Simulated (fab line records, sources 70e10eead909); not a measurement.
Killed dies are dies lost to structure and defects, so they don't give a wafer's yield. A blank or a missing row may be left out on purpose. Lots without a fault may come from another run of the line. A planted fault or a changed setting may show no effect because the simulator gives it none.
Chamber matching | flow nand_harc | NHARC_P_STI_DESCUM_14 on rie_diel-13: 4 sister chambers
The step chemistry O2, time 3 s. 8 wafers are shown with their chamber, then 9 later ones without.

WAFERS WITH THEIR CHAMBER
wafer  | chamber | drypump_motor_current_A (A) | showerhead_plenum_p_Torr (Torr)
L081.2 | 3       | 5.7                         | 1.87
L083.5 | 1       | 5.1                         | 1.86
L084.5 | 3       | 5.8                         | 1.87
L085.1 | 1       | 5.1                         | 1.85
L085.3 | 0       | 6.3                         | 1.86
L088.3 | 2       | 5.4                         | 1.97
L088.4 | 2       | 5.4                         | 1.97
L088.6 | 0       | 6.3                         | 1.86

WAFERS WITHOUT THEIR CHAMBER
wafer  | drypump_motor_current_A (A) | showerhead_plenum_p_Torr (Torr)
L090.3 | 5.4                         | 1.97
L090.4 | 5.7                         | 1.87
L090.5 | 5.1                         | 1.85
L092.1 | 5.4                         | 1.97
L092.3 | 5.1                         | 1.85
L092.6 | 5.4                         | 1.96
L093.1 | 6.3                         | 1.86
L093.2 | 5.1                         | 1.85
L093.6 | 5.1                         | 1.85

WHICH CHAMBER EACH WENT THROUGH
wafer  | from the rows above | in truth
L090.3 | 2                   | 2
L090.4 | 3                   | 3
L090.5 | 1                   | 1
L092.1 | 2                   | 2
L092.3 | 1                   | 1
L092.6 | 2                   | 2
L093.1 | 0                   | 0
L093.2 | 1                   | 1
L093.6 | 1                   | 1
Placed correctly: 9 of 9. Can't be placed from these rows: 0. Placed wrongly: 0.
How it was worked out, from the rows above alone: a wafer's distance from a chamber is the root of the sum, over the readings, of the square of ((its reading less the chamber's mean) divided by the reading's scatter). The wafer belongs to the nearest chamber; if the next one is less than 2 further off, it can't be placed. A chamber's mean is the mean of its shown wafers. The scatter: the root of (the sum of the squares of (reading less its chamber's mean) over the shown wafers, divided by (wafers less chambers)).
